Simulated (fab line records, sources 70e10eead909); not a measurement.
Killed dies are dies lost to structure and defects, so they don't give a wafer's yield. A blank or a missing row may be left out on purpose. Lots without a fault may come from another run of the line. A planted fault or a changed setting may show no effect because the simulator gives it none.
Which tool did it? | flow nand_harc | 6 lots, 18 wafers sampled, at 4 steps of a route of 1302

WHAT THE GAUGES READ, wafer by wafer
NHARC_END_SORT_01.
lot  | measured     | on        | killed_at_array
L636 | day 29 15:56 | prober-02 | 65 130 68

WHICH TOOL RAN EACH LOT (tool, then ch and the chambers of the sampled wafers, then the start)
lot  | NHARC_A_CONTACT_STRIP_82           | NHARC_THIN_TSV_STRIP_45              | NHARC_THIN_TSV_DEGAS_49
L626 | rie_diel-10 ch 1,2, day 22 06:34   | plasma_asher-01 ch 1, day 23 21:18   | pvd_sputter-01, day 23 22:59
L627 | rie_diel-10 ch 0,1,2, day 23 05:23 | plasma_asher-02 ch 0,1, day 24 20:07 | pvd_sputter-02, day 24 21:51
L636 | rie_diel-13 ch 2,3, day 27 08:23   | plasma_asher-01 ch 0,1, day 28 23:35 | pvd_sputter-01, day 29 01:11
L642 | rie_diel-10 ch 1,3, day 29 14:29   | plasma_asher-01 ch 0,1, day 31 05:05 | pvd_sputter-03, day 31 06:48
L644 | rie_diel-10 ch 0,1, day 31 06:22   | plasma_asher-02 ch 0,1, day 32 22:59 | pvd_sputter-03, day 33 00:47
L647 | rie_diel-10 ch 2,3, day 31 11:56   | plasma_asher-01 ch 0,1, day 33 04:41 | pvd_sputter-01, day 33 06:19
- NHARC_A_CONTACT_STRIP_82: strips in O2.
- NHARC_THIN_TSV_STRIP_45: strips in O2.
- NHARC_THIN_TSV_DEGAS_49: time 120 s.

THE ANSWER, worked out from the rows above alone
Rule: what is usual is taken from the lots themselves. Put in order of their means at a reading, lots are off if they are a third of the lots or fewer, leave a main group of 4 or more, and stand apart from it by a gap of 3 or more times the standard deviation of the main group's means; of several such gaps the widest counts. A main group whose means are all the same, to the digits that the tables above print for the reading, isn't used. A lot without any number at a reading at which 4 lots or more have one is off too. The other lots that the step has rows for count as sound.
No lot is off at any reading shown: from this, nothing can be told.

WHAT THE SIMULATOR HAD PUT IN
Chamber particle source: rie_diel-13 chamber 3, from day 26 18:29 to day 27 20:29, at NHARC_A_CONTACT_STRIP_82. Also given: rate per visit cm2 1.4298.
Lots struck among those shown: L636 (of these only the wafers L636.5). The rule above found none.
